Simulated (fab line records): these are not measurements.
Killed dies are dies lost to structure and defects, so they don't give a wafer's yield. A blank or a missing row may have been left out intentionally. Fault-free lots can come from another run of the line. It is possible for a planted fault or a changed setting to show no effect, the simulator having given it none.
fab line records	flow n5-finfet	part 2 of 2: steps 5 to 6 of 6
record: lots: 22	wafers: 66	last-day: 17
route steps=1938 shown SDB@363 HKMG_FIN@412
lots with no fault: from the same line, run without faults
start-h: start of the lot's first displayed wafer, in hours after the record's first day	wait-h: hours since the lot's step before	" identical to the entry in the row above	L1.1+2: a row that stands for several wafers	- no value, or no start given	* or withheld: withheld	< > ~ a bound
route shown NAME@n: names a module that has steps shown in the file, with the first one's number in the route	usual: mean/standard deviation of fault-free wafers	same: alike in all rows	chamber/n: place in a boat	sites: the reading at each site	_std_site: the standard deviation of these	_edge_site: outer sites' mean less inner sites'	radius-mm: for every site, how far away it sits from the centre of the wafer	mask NAME#n: copy n	behind: the last tool/chamber to shape the wafer	hold: why the lot was held/for how many hours/how that ended	device: names the non-switching transistor (n, p or np)	end of line: at the end of the route, the tests of the same wafers	a step with no rows: only its recipe	killed: dies that structure and defects cost at the first sort, which is not the same as the wafer's yield	map: shows each die of a wafer: x if killed, . if not, _ if none is there
set.NAME: the setting that was run; set.NAME@STEP: the one run at that earlier step	model.NAME: the simulator's own value behind a step, which no gauge read
one table for each step of the route and one row for each wafer, over a sample of lots
services: when a tool's chamber went out of use (start-h, in hours from the record's first day, below 0 if earlier), for how many hours, and the reason
== steps ==
step: N5_HKMG_FIN_PWFM_ALD_03
recipe: material: TiN	target-thk-a: 20	temp-c: 400	ald-precursor-family: TiCl4	ald-co-reactant: NH3	pulse-time-s: 1	purge-time-s: 3	co-reactant-purge-time-s: 2	co-reactant-pulse-time-s: 2	ald-cycles: 91	pressure-torr: 3
usual: chamber-pressure-Torr: 3.001/0.0058	heater-power-w: 875/79	precursor-pulse-height-rel: 0.998/0.021
lot.wafer	tool	chamber	start-h	wait-h	chamber-pressure-Torr	heater-power-w	precursor-pulse-height-rel
L074.2	ald-metal-01	0	74.75	0.0	3.009	962	0.966
L074.4	"	2	"	"	3.007	910	0.974
L074.6	"	1	"	"	3.005	920	0.989
L075.2	ald-metal-04	1	78.02	0.0	3.009	833	0.993
L075.5	"	3	"	"	3.002	748	0.996
L075.6	"	2	"	"	2.994	936	1.027
L076.3	ald-metal-03	1	85.32	0.0	3.007	799	0.999
L076.4	"	0	"	"	3.004	922	1.010
L076.5	"	1	"	"	3.008	772	1.004
L077.1	ald-metal-01	3	91.35	0.0	2.996	840	1.003
L077.2	"	0	"	"	3.000	963	0.997
L077.5	"	0	"	"	2.995	972	0.963
L078.1	ald-metal-01	1	98.64	0.0	3.006	960	1.011
L078.4	"	3	"	"	3.002	868	1.003
L078.6	"	3	"	"	2.998	847	0.975
L080.2	ald-metal-04	1	108.43	0.0	2.995	877	0.991
L080.4	"	0	"	"	3.007	788	1.014
L080.5	"	2	"	"	3.004	944	0.979
L081.4	ald-metal-04	2	114.97	0.0	2.993	961	1.002
L081.5	"	0	"	"	2.995	786	1.007
L081.6	"	1	"	"	2.997	835	1.009
L082.3	ald-metal-03	0	125.83	0.0	2.998	874	0.955
L082.5	"	2	"	"	3.002	744	0.990
L082.6	"	1	"	"	3.004	802	0.990
L083.3	ald-metal-04	2	132.07	0.0	2.998	955	0.955
L083.4	"	0	"	"	2.995	790	1.051
L083.6	"	1	"	"	3.004	863	1.022
L084.1	ald-metal-01	1	138.95	0.0	2.996	957	1.019
L084.3	"	0	"	"	3.007	948	1.023
L084.4	"	2	"	"	3.004	894	1.002
L085.2	ald-metal-03	1	143.80	0.0	3.003	803	0.981
L085.3	"	0	"	"	2.998	917	1.048
L085.6	"	3	"	"	2.996	971	1.022
L087.2	ald-metal-03	2	154.34	0.0	2.986	754	0.988
L087.4	"	0	"	"	3.002	919	1.021
L087.6	"	1	"	"	2.997	791	1.047
L088.2	ald-metal-04	0	159.22	0.0	2.993	778	1.009
L088.4	"	1	"	"	2.995	832	0.994
L088.6	"	0	"	"	3.004	792	0.987
L089.1	ald-metal-04	0	165.82	0.0	3.007	807	0.972
L089.4	"	2	"	"	3.001	954	0.978
L089.6	"	3	"	"	2.998	769	1.040
L090.2	ald-metal-01	2	170.74	0.0	2.994	910	0.974
L090.4	"	0	"	"	3.006	947	1.036
L090.6	"	0	"	"	3.016	972	0.999
L091.3	ald-metal-03	1	176.93	0.0	3.003	805	1.003
L091.4	"	0	"	"	2.998	907	1.029
L091.6	"	0	"	"	3.011	925	1.005
L092.1	ald-metal-03	3	182.06	0.0	3.010	970	0.958
L092.3	"	2	"	"	2.989	752	0.996
L092.4	"	1	"	"	3.007	794	0.979
L093.4	ald-metal-04	2	188.44	0.3	2.987	948	1.012
L093.5	"	1	"	"	3.001	861	0.979
L093.6	"	3	"	"	3.002	755	0.992
L094.1	ald-metal-01	1	194.54	0.0	3.006	954	1.011
L094.4	"	3	"	"	3.000	856	0.989
L094.6	"	3	"	"	3.001	862	1.012
L095.2	ald-metal-01	0	201.01	0.0	3.001	964	1.000
L095.5	"	1	"	"	2.993	953	1.015
L095.6	"	0	"	"	3.001	981	1.027
L096.2	ald-metal-01	1	206.65	0.0	2.997	939	0.988
L096.4	"	3	"	"	3.001	842	0.982
L096.5	"	0	"	"	2.993	969	0.989
L097.2	ald-metal-04	2	212.24	0.0	2.998	962	0.978
L097.5	"	2	"	"	2.995	939	0.981
L097.6	"	1	"	"	2.993	848	1.019
step: N5_HKMG_FIN_ETCH_32
recipe: chemistry: N2/H2	target: SOC	target-depth-a: 2400	temp-c: 40	time-s: 300	ion-energy-ev: 200	mask-material: SiARC	pressure-mtorr: 30	source-w: 840	bias-w: 150	n2-flow-sccm: 200	h2-flow-sccm: 200
usual: drypump-motor-current-A: 6.0/0.39	oes-product-au: 0.78/0.094	rf-vpp-V: 524.8/2.2	showerhead-plenum-p-Torr: 2.58/0.076	throttle-valve-pct: 17.90/0.24
lot.wafer	tool	chamber	start-h	wait-h	drypump-motor-current-A	oes-product-au	rf-hours-counter-h	rf-vpp-V	showerhead-plenum-p-Torr	throttle-valve-pct
L074.2	rie-diel-06	2	75.65	0.0	5.9	0.73	203	522.6	2.52	17.93
L074.4	"	1	"	"	6.6	0.67	226	525.9	2.61	17.85
L074.6	"	3	"	"	5.5	0.79	-	525.5	2.56	18.09
L075.2	rie-diel-06	2	79.31	0.0	6.0	0.72	205	523.7	2.52	17.94
L075.5	"	2	"	"	6.0	0.71	-	523.2	2.52	17.93
L075.6	"	3	"	"	5.5	0.79	-	523.5	2.56	18.10
L076.3	rie-diel-03	2	86.34	0.0	5.8	0.70	242	527.5	2.61	18.25
L076.4	"	1	"	"	5.5	0.71	-	526.7	2.64	17.65
L076.5	"	2	"	"	5.8	0.69	-	525.0	2.61	18.25
L077.1	rie-diel-03	2	92.27	0.0	5.8	0.70	245	524.9	2.61	18.24
L077.2	"	1	"	"	5.5	0.71	153	527.1	2.64	17.67
L077.5	"	1	"	"	5.6	0.72	-	525.5	2.64	17.66
L078.1	rie-diel-04	0	99.66	0.0	6.0	0.72	165	520.1	2.43	17.70
L078.4	"	3	"	"	6.3	0.73	196	525.7	2.63	17.67
L078.6	"	0	"	"	6.0	0.72	-	520.5	2.43	17.69
L080.2	rie-diel-03	3	109.45	0.0	5.9	0.74	162	522.8	2.56	18.24
L080.4	"	2	"	"	5.8	0.68	251	526.0	2.60	18.26
L080.5	"	3	"	"	5.9	0.74	-	522.7	2.56	18.23
L081.4	rie-diel-06	3	116.04	0.0	5.6	0.77	167	522.2	2.56	18.13
L081.5	"	2	"	"	6.0	0.71	-	524.8	2.51	17.99
L081.6	"	1	"	"	6.6	0.67	-	526.4	2.61	17.85
L082.3	rie-diel-06	2	126.84	0.0	5.9	0.71	225	522.7	2.51	17.98
L082.5	"	3	"	"	5.5	0.78	-	523.7	2.56	18.10
L082.6	"	0	"	"	6.0	0.93	-	528.5	2.71	17.77
L083.3	rie-diel-06	0	133.08	0.0	6.1	0.92	11	527.9	2.71	17.78
L083.4	"	3	"	"	5.5	0.76	172	523.7	2.55	18.13
L083.6	"	0	"	"	6.1	0.94	-	529.4	2.71	17.79
L084.1	rie-diel-04	2	139.97	0.0	5.5	0.85	43	523.2	2.49	17.71
L084.3	"	3	"	"	6.3	0.72	208	526.6	2.63	17.70
L084.4	"	0	"	"	6.0	0.70	177	520.4	2.43	17.73
L085.2	rie-diel-03	3	144.82	0.0	5.9	0.73	177	523.5	2.55	18.26
L085.3	"	0	"	"	6.5	0.89	19	525.1	2.62	18.24
L085.6	"	3	"	"	5.9	0.73	-	523.2	2.55	18.26
L087.2	rie-diel-04	0	155.36	0.0	6.0	0.70	183	523.3	2.42	17.75
L087.4	"	1	"	"	6.6	0.72	191	525.5	2.65	17.99
L087.6	"	3	"	"	6.3	0.72	-	527.0	2.63	17.70
L088.2	rie-diel-03	1	160.27	0.0	5.5	0.69	181	526.4	2.63	17.69
L088.4	"	2	"	"	5.8	0.95	4	526.0	2.60	17.86
L088.6	"	0	"	"	6.5	0.89	-	525.3	2.62	18.23
L089.1	rie-diel-06	3	166.83	0.0	5.5	0.76	184	524.1	2.55	18.16
L089.4	"	2	"	"	5.9	0.70	242	522.5	2.50	18.00
L089.6	"	1	"	"	6.6	0.99	-	525.5	2.60	17.44
L090.2	rie-diel-06	2	171.76	0.0	5.9	0.69	244	521.5	2.50	17.99
L090.4	"	1	"	"	6.6	0.97	4	525.7	2.60	17.44
L090.6	"	0	"	"	6.1	0.89	-	529.6	2.70	17.82
L091.3	rie-diel-04	3	177.95	0.0	6.3	0.70	221	525.5	2.62	17.71
L091.4	"	1	"	"	6.6	0.71	198	526.7	2.65	18.00
L091.6	"	1	"	"	6.7	0.72	-	525.1	2.65	18.00
L092.1	rie-diel-04	1	183.07	0.0	6.6	0.72	200	526.2	2.65	17.98
L092.3	"	0	"	"	6.0	0.70	192	520.7	2.42	17.73
L092.4	"	2	"	"	5.5	0.82	58	522.1	2.48	17.72
L093.4	rie-diel-06	2	189.24	0.0	5.9	0.69	250	522.7	2.50	18.01
L093.5	"	1	"	"	6.6	0.94	-	526.1	2.60	17.46
L093.6	"	0	"	"	6.1	0.88	-	528.4	2.70	17.83
L094.1	rie-diel-06	3	195.56	0.0	5.5	0.75	193	524.0	2.55	18.16
L094.4	"	3	"	"	5.5	0.75	-	523.9	2.55	18.18
L094.6	"	0	"	"	6.1	0.87	-	527.3	2.69	17.83
L095.2	rie-diel-03	0	202.07	0.0	6.5	0.87	40	525.9	2.61	18.27
L095.5	"	1	"	"	5.5	0.68	-	527.1	2.62	17.74
L095.6	"	2	"	"	5.8	0.92	-	526.1	2.59	17.90
L096.2	rie-diel-04	3	207.55	0.0	6.3	0.70	232	526.0	2.62	17.74
L096.4	"	0	"	"	6.0	0.70	201	520.4	2.42	17.77
L096.5	"	1	"	"	6.6	0.71	-	526.1	2.64	18.03
L097.2	rie-diel-06	1	213.22	0.0	6.6	0.92	20	524.8	2.60	17.47
L097.5	"	1	"	"	6.6	0.93	-	524.9	2.59	17.46
L097.6	"	2	"	"	5.9	0.96	-	523.3	2.50	17.61
== services ==
tool	chamber	start-h	hours	kind
rie-diel-06	2	47.65	6.2	repair
ald-metal-03	1	53.59	25.6	repair
cmp-01	-	57.89	1.5	repair
rie-diel-04	2	58.10	1.9	repair
rie-diel-04	1	71.78	3.2	repair
rie-diel-06	0	77.14	-	clean
rie-diel-06	0	77.14	-	consumable-replace:esc
plasma-asher-02	-	78.02	2.8	pm
cmp-04	-	81.89	0.6	repair
cmp-01	-	98.54	0.8	repair
rie-diel-06	1	100.93	9.5	repair
cmp-03	-	114.92	5.2	pm
rie-diel-03	2	117.19	15.1	repair
ald-metal-04	1	120.06	7.5	repair
ald-metal-04	-	121.13	0.6	repair
cmp-01	-	121.20	4.0	pm
cmp-04	-	123.04	2.1	repair
cmp-01	-	133.53	1.5	repair
ald-metal-03	3	155.44	14.9	repair
cmp-03	-	168.10	0.7	repair
ald-metal-04	3	171.99	1.6	repair
ald-metal-04	0	187.57	8.1	repair
plasma-asher-01	-	194.37	3.4	repair
rie-diel-03	1	203.54	3.0	repair
